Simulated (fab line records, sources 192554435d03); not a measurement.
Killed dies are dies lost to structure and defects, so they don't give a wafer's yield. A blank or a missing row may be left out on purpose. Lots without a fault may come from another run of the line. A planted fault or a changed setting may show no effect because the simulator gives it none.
Chamber matching | flow n5_finfet | N5_GATE_CUT_CMP_23 on cmp-01: 4 sister chambers
The step polishes, stops on SiO2, t overpolish 23.4 s, target thk 16 nm. 4 wafers are shown with their chamber, then 8 later ones without.

WAFERS WITH THEIR CHAMBER
wafer  | chamber | motor_current_A (A)
L079.1 | 3       | 8.5
L079.2 | 1       | 9.3
L082.6 | 0       | 11.0
L090.1 | 2       | 9.7

WAFERS WITHOUT THEIR CHAMBER
wafer  | motor_current_A (A)
L090.3 | 9.4
L090.5 | 8.3
L091.1 | 10.8
L091.2 | 8.8
L091.3 | 9.3
L093.2 | 9.0
L093.5 | 8.9
L093.6 | 9.7

WHICH CHAMBER EACH WENT THROUGH
wafer  | from the rows above          | in truth
L090.3 | can't be placed: 1 or 2      | 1
L090.5 | 3                            | 3
L091.1 | 0                            | 0
L091.2 | can't be placed: 3 or 1      | 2
L091.3 | can't be placed: 1 or 2      | 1
L093.2 | can't be placed: 1 or 3 or 2 | 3
L093.5 | can't be placed: 1 or 3 or 2 | 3
L093.6 | can't be placed: 2 or 1      | 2
Placed correctly: 2 of 8. Can't be placed from these rows: 6 (the true chamber is among the candidates in 5). Placed wrongly: 0.
How it was worked out, from the rows above alone: a wafer's distance from a chamber is the root of the sum, over the readings, of the square of ((its reading less the chamber's mean) divided by the reading's scatter). The wafer belongs to the nearest chamber; if the next one is less than 2 further off, it can't be placed. A chamber's mean is the mean of its shown wafers. The scatter: with one shown wafer a chamber, the root of the mean of the squares of how far each hidden wafer lies from its nearest shown one.
